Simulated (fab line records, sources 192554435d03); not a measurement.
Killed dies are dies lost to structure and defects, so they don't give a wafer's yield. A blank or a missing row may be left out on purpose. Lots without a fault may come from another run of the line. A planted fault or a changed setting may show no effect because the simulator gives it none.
fab line records | flow n5_finfet
record lots=11 wafers=31 last_day=21
route steps=1938 shown BEOL_M1@824 BEOL_M2@841 BEOL_M4@1111 PASSIVATION@1936
lots that met no fault: from a run of the same line without faults
start_h: hours from the record's first day to the start of the lot's first wafer shown | wait_h: hours since the lot's step before | " the same as in the row above | L1.1+2: a row that stands for several wafers | - no value, or no start given | * or withheld: withheld | < > ~ a bound
route shown NAME@n: a module of which the file shows steps, and the number in the route of the first | usual: mean/standard deviation of fault-free wafers | same: alike in all rows | chamber/n: place in a boat | sites: the reading at each site | _std_site: their standard deviation | _edge_site: outer sites' mean less inner sites' | radius_mm: how far each site lies from the wafer's centre | mask NAME#n: copy n | behind: the tool/chamber that last shaped the wafer | hold: why the lot was held/for how many hours/how that ended | device: the transistor (n, p or np) that didn't switch | end of line: the same wafers' tests at the end of the route | a step without rows: its recipe alone | killed: dies lost to structure and defects at the first sort, not the wafer's yield | map: a wafer's dies, x killed, . not, _ none there
set.NAME: the setting as run; set.NAME@STEP: as run at that earlier step | model.NAME: the simulator's own value behind a step, which no gauge read
steps of the route over a sample of lots; a table a step, a row a wafer
services: from which hour (start_h, from the record's first day; less than 0 if before it) a tool's chamber was out of use, for how many hours, and why
## steps
# step N5_BEOL_M1_SPUTTER_90
# recipe material=Cu target_thk_a=45 temp_c=-20 chamber_pressure_pa=0.07 power_w=withheld time_s=8.29
# usual throttle_valve_pct=30.2/1.3
# columns lot.wafer tool chamber start_h wait_h throttle_valve_pct
L184.3 pvd_sputter-01 - 143.11 0.1 31.8
L184.4 " - " " 31.8
L184.5 " - " " 32.1
L187.2 pvd_sputter-01 - 167.97 0.1 29.9
L187.6 " - " " 29.0
L189.2 pvd_sputter-02 - 171.53 0.1 28.8
L189.3 " - " " 30.6
L189.4 " - " " 30.6
L191.1 pvd_sputter-01 - 181.48 0.1 29.8
L191.2 " - " " 28.7
L191.6 " - " " 28.9
L195.3 pvd_sputter-01 - 200.30 0.1 31.3
L195.6 " - " " 31.7
L196.3 pvd_sputter-01 - 209.34 0.1 31.9
L196.5 " - " " 28.9
L196.6 " - " " 31.6
L203.1 pvd_sputter-01 - 242.14 0.1 32.1
L203.3 " - " " 29.8
L203.6 " - " " 28.8
L204.1 pvd_sputter-01 - 255.40 0.1 31.4
L204.3 " - " " 30.1
L204.4 " - " " 28.8
L205.1 pvd_sputter-01 - 261.25 0.1 31.7
L205.3 " - " " 28.6
L205.6 " - " " 31.7
L206.1 pvd_sputter-02 - 268.97 0.1 30.8
L206.5 " - " " 30.8
L206.6 " - " " 29.0
L207.2 pvd_sputter-03 - 271.49 0.1 29.0
L207.3 " - " " 31.8
L207.6 " - " " 28.7
# step N5_BEOL_M1_SPUTTER_94
# recipe material=Cu target_thk_a=45 temp_c=-20 chamber_pressure_pa=0.07 power_w=withheld time_s=8.29
# usual throttle_valve_pct=30.2/1.3
# columns lot.wafer tool chamber start_h wait_h throttle_valve_pct
L184.3 pvd_sputter-01 - 143.55 0.1 31.7
L184.4 " - " " 31.7
L184.5 " - " " 31.9
L187.2 pvd_sputter-01 - 168.41 0.1 30.1
L187.6 " - " " 28.8
L189.2 pvd_sputter-02 - 171.97 0.1 28.6
L189.3 " - " " 30.7
L189.4 " - " " 30.6
L191.1 pvd_sputter-01 - 181.92 0.1 29.6
L191.2 " - " " 29.1
L191.6 " - " " 28.6
L195.3 pvd_sputter-01 - 200.74 0.1 31.7
L195.6 " - " " 31.6
L196.3 pvd_sputter-01 - 209.78 0.1 31.8
L196.5 " - " " 28.9
L196.6 " - " " 31.6
L203.1 pvd_sputter-01 - 242.58 0.1 31.8
L203.3 " - " " 30.0
L203.6 " - " " 28.8
L204.1 pvd_sputter-01 - 255.84 0.1 31.4
L204.3 " - " " 30.0
L204.4 " - " " 28.9
L205.1 pvd_sputter-01 - 261.69 0.1 31.6
L205.3 " - " " 28.8
L205.6 " - " " 32.2
L206.1 pvd_sputter-02 - 269.41 0.1 30.7
L206.5 " - " " 30.7
L206.6 " - " " 29.0
L207.2 pvd_sputter-03 - 271.93 0.1 28.9
L207.3 " - " " 32.0
L207.6 " - " " 28.9
# step N5_BEOL_M1_SPUTTER_96
# recipe material=Cu target_thk_a=45 temp_c=-20 chamber_pressure_pa=0.07 power_w=withheld time_s=8.29
# usual throttle_valve_pct=30.2/1.3
# columns lot.wafer tool chamber start_h wait_h throttle_valve_pct
L184.3 pvd_sputter-01 - 143.77 0.1 31.9
L184.4 " - " " 31.3
L184.5 " - " " 31.8
L187.2 pvd_sputter-01 - 168.63 0.1 30.1
L187.6 " - " " 28.5
L189.2 pvd_sputter-02 - 172.19 0.1 28.7
L189.3 " - " " 30.6
L189.4 " - " " 30.7
L191.1 pvd_sputter-01 - 182.14 0.1 30.0
L191.2 " - " " 28.9
L191.6 " - " " 28.6
L195.3 pvd_sputter-01 - 200.96 0.1 31.5
L195.6 " - " " 31.7
L196.3 pvd_sputter-01 - 210.00 0.1 31.8
L196.5 " - " " 28.8
L196.6 " - " " 31.3
L203.1 pvd_sputter-01 - 242.80 0.1 31.7
L203.3 " - " " 30.2
L203.6 " - " " 28.8
L204.1 pvd_sputter-01 - 256.06 0.1 31.6
L204.3 " - " " 29.9
L204.4 " - " " 28.6
L205.1 pvd_sputter-01 - 261.91 0.1 31.5
L205.3 " - " " 28.8
L205.6 " - " " 31.9
L206.1 pvd_sputter-02 - 269.63 0.1 30.6
L206.5 " - " " 30.6
L206.6 " - " " 29.0
L207.2 pvd_sputter-03 - 272.15 0.1 28.8
L207.3 " - " " 31.9
L207.6 " - " " 29.0
# step N5_BEOL_M2_ILD_DEP_00
# recipe material=SiOC target_thk_a=790 temp_c=350 precursor=DEMS/O2 pressure_torr=5 rf_w=500 time_s=15.3
# usual heater_power_w=489/100 showerhead_plenum_p_Torr=5.695/0.016 throttle_valve_pct=11.9/0.62
# columns lot.wafer tool chamber start_h wait_h heater_power_w showerhead_plenum_p_Torr throttle_valve_pct
L184.3 pecvd-02 1 145.63 0.0 472 5.672 12.3
L184.4 " 2 " " 490 5.687 11.7
L184.5 " 1 " " 472 5.683 12.5
L187.2 pecvd-01 1 169.83 0.0 494 5.732 11.3
L187.6 " 2 " " 346 5.709 11.1
L189.2 pecvd-01 0 173.42 0.0 478 5.695 12.5
L189.3 " 2 " " 365 5.714 11.0
L189.4 " 1 " " 471 5.706 11.3
L191.1 pecvd-01 1 183.25 0.0 475 5.738 11.1
L191.2 " 2 " " 391 5.713 11.3
L191.6 " 0 " " 425 5.686 12.5
L195.3 pecvd-01 0 202.10 0.0 453 5.695 12.7
L195.6 " 2 " " 370 5.710 10.9
L196.3 pecvd-01 0 211.14 0.0 447 5.697 12.9
L196.5 " 0 " " 452 5.674 12.5
L196.6 " 2 " " 360 5.700 11.2
L203.1 pecvd-01 0 243.91 0.0 457 5.689 12.7
L203.3 " 2 " " 393 5.707 11.3
L203.6 " 1 " " 539 5.716 11.2
L204.1 pecvd-02 0 257.17 0.0 536 5.698 12.3
L204.3 " 2 " " 418 5.698 12.0
L204.4 " 0 " " 523 5.701 12.0
L205.1 pecvd-01 2 263.02 0.0 322 5.705 11.1
L205.3 " 0 " " 466 5.691 12.6
L205.6 " 2 " " 324 5.708 10.9
L206.1 pecvd-01 0 270.75 0.0 472 5.695 12.9
L206.5 " 1 " " 531 5.712 11.0
L206.6 " 0 " " 479 5.687 12.6
L207.2 pecvd-04 0 273.26 0.0 703 5.683 12.1
L207.3 " 2 " " 650 5.695 11.0
L207.6 " 2 " " 639 5.715 11.5
# step N5_BEOL_M2_THK_MEAS_01
# recipe reads=SiOC_of_BEOL_M2_ILD_DEP_00
# usual M2_ILD_THK=79.0/1.3
# columns lot.wafer tool chamber start_h wait_h M2_ILD_THK[nm]
L184.3 film_metro-01 - 145.70 0.1 79.6
L184.4 " - " " 80.3
L184.5 " - " " 81.6
L187.2 film_metro-02 - 169.89 0.1 78.3
L187.6 " - " " 79.4
L189.2 film_metro-01 - 173.48 0.1 79.6
L189.3 " - " " 78.4
L189.4 " - " " 81.5
L191.1 film_metro-01 - 183.31 0.0 79.5
L191.2 " - " " 78.5
L191.6 " - " " 80.5
L195.3 film_metro-02 - 202.17 0.1 78.7
L195.6 " - " " 78.7
L196.3 film_metro-01 - 211.20 0.1 77.8
L196.5 " - " " 79.3
L196.6 " - " " 79.0
L203.1 film_metro-01 - 243.98 0.0 120.3
L203.3 " - " " 120.4
L203.6 " - " " 80.1
L204.1 film_metro-01 - 257.24 0.0 79.2
L204.3 " - " " 78.9
L204.4 " - " " 79.7
L205.1 film_metro-02 - 263.09 0.0 118.9
L205.3 " - " " 119.8
L205.6 " - " " 78.7
L206.1 film_metro-02 - 270.82 0.0 119.8
L206.5 " - " " 79.2
L206.6 " - " " 79.3
L207.2 film_metro-02 - 273.33 0.1 78.8
L207.3 " - " " 81.1
L207.6 " - " " 81.7
# step N5_BEOL_M4_RC_MEAS_101
# usual DIBL_N=37.7/2 DIBL_P=37.7/2.3 IOFF_N=0.18/0.039 IOFF_P=0.23/0.042 ION_N=681/12 ION_P=463/8 SS_N=71.9/0.68 SS_P=73.6/0.71 VT_N=248/3.2 VT_P=-249/3.1
# columns lot.wafer tool chamber start_h wait_h DIBL_N[mV/V] DIBL_P[mV/V] IOFF_N[nA/um] IOFF_P[nA/um] ION_N[uA/um] ION_P[uA/um] SS_N[mV/dec] SS_P[mV/dec] VT_N[mV] VT_P[mV]
L184.3 prober-01 0 271.29 0.3 36.6 36.6 0.17 0.24 669 464 72.1 72.7 249 -245
L184.4 " 0 " " 38.5 38.0 0.20 0.25 675 460 72.3 73.1 248 -243
L184.5 " 0 " " 40.1 42.1 0.26 0.36 688 471 72.8 73.9 243 -241
L187.2 prober-02 0 276.70 0.2 38.0 37.0 0.19 0.20 692 462 71.4 73.3 247 -252
L187.6 " 0 " " 37.4 37.3 0.16 0.21 681 459 71.2 73.3 249 -252
L189.2 prober-02 0 281.51 0.2 36.9 37.8 0.16 0.22 654 455 71.3 74.1 252 -251
L189.3 " 0 " " 40.1 40.5 0.25 0.27 685 462 73.1 74.9 244 -249
L189.4 " 0 " " 35.0 34.6 0.14 0.18 679 455 71.2 73.2 250 -253
L191.1 prober-01 0 298.57 0.0 40.2 40.8 0.22 0.27 673 456 72.8 74.5 246 -248
L191.2 " 0 " " 39.1 39.3 0.21 0.24 687 465 72.5 73.8 247 -248
L191.6 " 0 " " 38.9 38.2 0.19 0.22 662 449 71.9 73.5 251 -251
L195.3 prober-01 0 317.48 0.3 39.9 40.9 0.22 0.27 709 470 72.0 74.2 244 -249
L195.6 " 0 " " 41.5 41.8 0.27 0.30 715 484 72.1 74.2 242 -245
L196.3 prober-02 0 327.06 0.3 40.5 39.8 0.25 0.26 689 464 72.8 74.4 242 -247
L196.5 " 0 " " 34.8 32.8 0.13 0.16 669 452 70.7 72.4 250 -253
L196.6 " 0 " " 39.7 38.2 0.21 0.23 681 462 72.7 73.4 246 -252
L203.6 prober-01 0 378.63 0.8 33.5 32.8 0.11 0.16 674 461 70.6 72.8 254 -255
L204.1 prober-01 0 385.68 0.0 38.0 40.6 0.18 0.23 686 471 72.0 73.7 247 -252
L204.3 " 0 " " 33.6 34.2 0.11 0.14 645 444 71.2 71.8 256 -253
L204.4 " 0 " " 35.8 36.5 0.15 0.17 675 454 71.7 73.3 251 -256
L205.6 prober-02 0 386.65 0.8 36.5 36.6 0.15 0.20 671 457 71.7 73.2 251 -249
L206.5 prober-02 0 389.72 0.6 36.0 34.0 0.17 0.19 680 459 71.6 72.8 249 -251
L206.6 " 0 " " 38.5 39.8 0.22 0.30 688 471 71.4 73.6 244 -246
L207.2 prober-02 0 402.43 0.2 36.5 36.5 0.16 0.26 662 460 71.5 73.6 250 -245
L207.3 " 0 " " 33.3 31.9 0.12 0.17 680 463 70.8 73.0 248 -251
L207.6 " 0 " " 36.9 37.3 0.19 0.26 686 475 72.2 74.0 248 -246
# step N5_PASSIVATION_PROBE_49
# usual defect_limited_yield=91.1/1.4 killed_at_M0_to_M3=34/9.6 killed_at_M4_up=15/5.3 killed_at_contacts=12/6.1 killed_at_front_end=40/11 killed_at_other=3.5/2.8 killed_dies=105/17 killed_on_rim=14/4.3 killed_open=70/12 killed_short=34/7.7 sort_bin_4_leakage=0.01/0.07 sort_bin_5_function=5.2/0.97 sort_bin_6_memory=3.4/0.62 sort_bin_8_speed=0.00/0.023 sort_n_pass=1075/17 sort_yield_pct=91.1/1.4
# same gross_dies=1180 killed_at_back_side=0
# columns lot.wafer tool chamber start_h wait_h defect_limited_yield[%] killed_at_M0_to_M3 killed_at_M4_up killed_at_contacts killed_at_front_end killed_at_other killed_dies killed_on_rim killed_open killed_short sort_bin_4_leakage[%] sort_bin_5_function[%] sort_bin_6_memory[%] sort_bin_8_speed[%] sort_n_pass sort_yield_pct[%]
L203.1 prober-01 - 480.34 0.0 0 1116 7 17 38 2 1180 152 59 45 0 96.4 3.4 0 0 0
L203.3 prober-01 - 480.44 0.1 0 1098 13 12 55 2 1180 152 84 41 0 94.7 5.2 0 0 0
L203.6 prober-01 - 480.59 0.3 89.2 37 16 17 55 3 128 25 86 41 0 6.7 3.7 0 1052 89.2
L205.1 prober-01 - 500.48 0.0 0 1098 22 13 40 7 1180 152 71 36 0 96.5 3.2 0 0 0
L205.3 prober-01 - 500.58 0.1 0 1115 12 16 37 0 1180 152 70 29 0 96.5 3.3 0 0 0
L205.6 prober-01 - 500.73 0.3 90.6 18 17 24 48 4 111 16 74 37 0 4.3 4.7 0 1069 90.6
L206.1 prober-02 - 501.33 0.3 0 1111 13 8 42 6 1180 152 55 32 0 96.8 2.9 0 0 0
L206.5 prober-02 - 501.53 0.5 90.8 46 8 6 43 5 108 11 62 45 0 4.9 3.6 0 1072 90.8
L206.6 prober-02 - 501.58 0.5 90.6 34 12 7 53 5 111 16 71 39 0 6.0 3.1 0 1069 90.6
# killed by level:class
L203.1 BEOL_M2:area_dep=1075 MOL_CONTACT_COAG:geometric_particle:open=13 BEOL_M2:geometric_particle:open=13 FIN_SAQP:geometric_particle:short=12 BEOL_M0_SAQP:geometric_particle:short=9 BEOL_M0_SAQP:geometric_particle:open=6 FIN_SAQP:geometric_particle:open=5 DUMMY_GATE:geometric_particle:open=5
L203.3 BEOL_M2:area_dep=1055 STI_FIN_REVEAL:geometric_particle:open=13 MOL_CONTACT_COAG:geometric_particle:open=12 BEOL_M2:geometric_particle:open=12 FIN_SAQP:geometric_particle:short=9 BEOL_M0_SAQP:geometric_particle:open=8 BEOL_M0_SAQP:geometric_particle:short=8 BEOL_M4:geometric_particle:open=8
L203.6 FIN_SAQP:geometric_particle:open=19 FIN_SAQP:geometric_particle:short=15 MOL_CONTACT_COAG:geometric_particle:open=13 BEOL_M0_SAQP:geometric_particle:open=10 BEOL_M2:geometric_particle:open=9 STARTING-WAFER:geometric_particle:open=6 MOL_CONTACT_COAG:geometric_particle:short=4 BEOL_M0:geometric_particle:open=4
L205.1 BEOL_M2:area_dep=1073 BEOL_M4:geometric_particle:open=10 FIN_SAQP:geometric_particle:open=9 MOL_CONTACT_COAG:geometric_particle:open=9 BEOL_M3:geometric_particle:open=9 STI_FIN_REVEAL:geometric_particle:open=7 FIN_SAQP:geometric_particle:short=5 GATE_CUT:geometric_particle:short=4
L205.3 BEOL_M2:area_dep=1081 MOL_CONTACT_COAG:geometric_particle:open=15 STI_FIN_REVEAL:geometric_particle:open=9 BEOL_M3:geometric_particle:open=9 BEOL_M1:geometric_particle:open=6 BEOL_M2:geometric_particle:open=6 ILD0:geometric_particle:short=5 GATE_CUT:geometric_particle:short=4
L205.6 MOL_CONTACT_COAG:geometric_particle:open=19 STI_FIN_REVEAL:geometric_particle:open=12 FIN_SAQP:geometric_particle:open=10 BEOL_M4:geometric_particle:open=5 GATE_CUT:geometric_particle:short=5 MOL_CONTACT_COAG:geometric_particle:short=5 STARTING-WAFER:geometric_particle:short=5 FIN_CUT:geometric_particle:open=4
L206.1 BEOL_M2:area_dep=1091 FIN_SAQP:geometric_particle:open=8 STI_FIN_REVEAL:geometric_particle:open=7 BEOL_M3:geometric_particle:open=6 MOL_CONTACT_COAG:geometric_particle:open=5 BEOL_M0_SAQP:geometric_particle:short=5 BEOL_M4:geometric_particle:open=5 FIN_SAQP:geometric_particle:short=4
L206.5 BEOL_M0_SAQP:geometric_particle:short=10 BEOL_M2:geometric_particle:open=10 FIN_SAQP:geometric_particle:short=7 BEOL_M0_SAQP:geometric_particle:open=7 BEOL_M3:geometric_particle:open=7 FIN_SAQP:geometric_particle:open=5 SPACER0:geometric_particle:short=5 SPACER0:geometric_particle:open=5
L206.6 FIN_SAQP:geometric_particle:short=14 BEOL_M1:geometric_particle:open=9 BEOL_M2:geometric_particle:open=8 STI_FIN_REVEAL:geometric_particle:open=7 STARTING-WAFER:geometric_particle:open=7 MOL_CONTACT_COAG:geometric_particle:open=5 FIN_SAQP:geometric_particle:open=4 DUMMY_GATE:geometric_particle:open=4
## services
# columns tool chamber start_h hours kind
pecvd-02 2 132.42 2.1 scheduled_down
pecvd-04 1 149.60 2.1 scheduled_down
pecvd-04 2 176.92 5.5 scheduled_down
pvd_sputter-03 - 189.21 0.6 repair
pecvd-04 2 202.38 - clean
pecvd-04 2 202.38 - consumable_replace:showerhead
pecvd-04 2 202.38 29.0 scheduled_down
pecvd-04 2 202.38 29.0 vent_cycle
pecvd-04 - 204.95 2.6 repair
pecvd-01 - 212.39 6.0 pm
pecvd-01 1 239.56 2.1 scheduled_down
pvd_sputter-02 - 256.23 2.3 repair
pecvd-01 - 256.72 1.2 repair
pecvd-01 - 264.29 1.3 repair
pecvd-04 - 265.32 2.9 repair
## key
first_sign step=N5_BEOL_M2_THK_MEAS_01 reading=M2_ILD_THK direction=up sigmas=32 usual=79.0 struck=119.9
effect step=N5_PASSIVATION_PROBE_49 reading=killed_at_M0_to_M3 direction=up sigmas=99+ usual=34 struck=1108
more_kills_born_at N5_BEOL_M2_ILD_DEP_00@pecvd-01=5375
met_at N5_BEOL_M2_ILD_DEP_00
struck_lots L203,L205,L206
struck_wafers L203.1,L203.3,L205.1,L205.3,L206.1
later_rows_left_out L203.1,L203.3,L205.1,L205.3,L206.1
not_acting_at N5_BEOL_M1_SPUTTER_90,N5_BEOL_M1_SPUTTER_94,N5_BEOL_M1_SPUTTER_96
onset_between 211.14 243.91
fault kind=process_parameter_drift tool=pecvd-01 chamber=- onset_h=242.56 steps=N5_BEOL_M2_ILD_DEP_00 channel=target_thk_a offset=* shape=step end_h=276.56 scope=struck_wafers_only acts_in=* stated=*
# later_rows_left_out: the simulator's readings of these wafers behind a module that went badly wrong aren't trusted and aren't shown, but for the sort
